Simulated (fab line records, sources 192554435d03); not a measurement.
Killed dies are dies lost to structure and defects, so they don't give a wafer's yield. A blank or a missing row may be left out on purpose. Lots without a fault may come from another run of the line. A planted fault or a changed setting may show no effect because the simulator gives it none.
Split-lot experiment | flow n5_finfet | 7 lots, 21 wafers read, on a route of 1938 steps

THE SPLIT
At N5_BEOL_M9_COAT_05 (resist thk 90 nm), the setting spin_rpm was moved away from the recipe's 1500 rpm on 9 of the 21 wafers read, by -7.0% to +10.3%. The other wafers ran this setting at the recipe's value.

The reading is taken at the split's own step.

THE READING
CAR-ArF_of_BEOL_M9_COAT_05.thk_nm (the simulator's own value, which no gauge read), in nm, at N5_BEOL_M9_COAT_05 (resist thk 90 nm). The file gives no usual value for it. The 12 wafers here that ran the recipe average 90.1 nm, standard deviation 0.26 nm.

wafer  | tool, chamber at the split | spin_rpm as run, rpm | against the recipe | CAR-ArF_of_BEOL_M9_COAT_05.thk_nm, nm | against lot-mates on the recipe
L080.2 | litho_track-04, 0          | 1654                 | +10.3%             | 85.4                                  | -4.8
L080.4 | litho_track-04, 0          | 1654                 | +10.3%             | 85.4                                  | -4.8
L080.6 | litho_track-04, 0          | 1500                 | recipe             | 90.2                                  | -
L082.1 | litho_track-04, 0          | 1500                 | recipe             | 90.6                                  | -
L082.2 | litho_track-04, 0          | 1500                 | recipe             | 90.4                                  | -
L082.3 | litho_track-04, 0          | 1500                 | recipe             | 90.4                                  | -
L083.1 | litho_track-01, 0          | 1573                 | +4.9%              | 88                                    | -2.0
L083.2 | litho_track-01, 0          | 1500                 | recipe             | 90                                    | -
L083.5 | litho_track-01, 0          | 1500                 | recipe             | 90                                    | -
L086.1 | litho_track-04, 0          | 1395                 | -7.0%              | 93.4                                  | +3.6
L086.6 | litho_track-04, 0          | 1395                 | -7.0%              | 93.4                                  | +3.6
L086.3 | litho_track-04, 0          | 1500                 | recipe             | 89.8                                  | -
L091.2 | litho_track-04, 0          | 1500                 | recipe             | 90                                    | -
L091.4 | litho_track-04, 0          | 1500                 | recipe             | 89.8                                  | -
L091.6 | litho_track-04, 0          | 1500                 | recipe             | 89.8                                  | -
L090.2 | litho_track-01, 0          | 1629                 | +8.6%              | 86                                    | -3.8
L090.4 | litho_track-01, 0          | 1629                 | +8.6%              | 86.2                                  | -3.6
L090.6 | litho_track-01, 0          | 1500                 | recipe             | 89.8                                  | -
L094.3 | litho_track-04, 0          | 1652                 | +10.1%             | 85.8                                  | -4.2
L094.5 | litho_track-04, 0          | 1500                 | recipe             | 90                                    | -
L094.6 | litho_track-04, 0          | 1652                 | +10.1%             | 85.6                                  | -4.4

THE FIT
A straight line over all 21 wafers: CAR-ArF_of_BEOL_M9_COAT_05.thk_nm changes by -0.454 nm for each +1% of spin_rpm; r = -1.00; the points scatter about the line by 0.23 nm.
The same after taking each lot's own level away (the mean of its wafers on the recipe; 21 wafers): -0.458 nm for each +1%; r = -1.00; scatter 0.18 nm.
On that fit, the largest move of spin_rpm shifts the reading by 4.7 nm.
The lots' own levels span 89.80 to 90.47 nm, that is 2.5 times the standard deviation above.
So the lot-to-lot level changes the slope little: the two slopes agree.
Check: with one of the wafers moved furthest among these (+10.3%) left out of the fit, the line predicts -4.57 nm for it against its lot-mates. It came out at -4.8 nm against them.

OTHER SPLITS ON THESE WAFERS
These wafers also went through other splits before the reading. Each is held against what the fit with the lots' levels taken away leaves over:
other split on the same wafers   | wafers away from the commonest value | r with CAR-ArF_of_BEOL_M9_COAT_05.thk_nm (lot level and that fit taken away)
N5_BEOL_M7_TRENCH_ETCH_37 time_s | 9                                    | +0.15
N5_BEOL_M8_TRENCH_ETCH_37 bias_w | 6                                    | -0.10

THE FILE'S OWN FIT
CAR-ArF_of_BEOL_M9_COAT_05.thk_nm changes by -0.45 nm for each +1% of spin_rpm, r = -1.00.
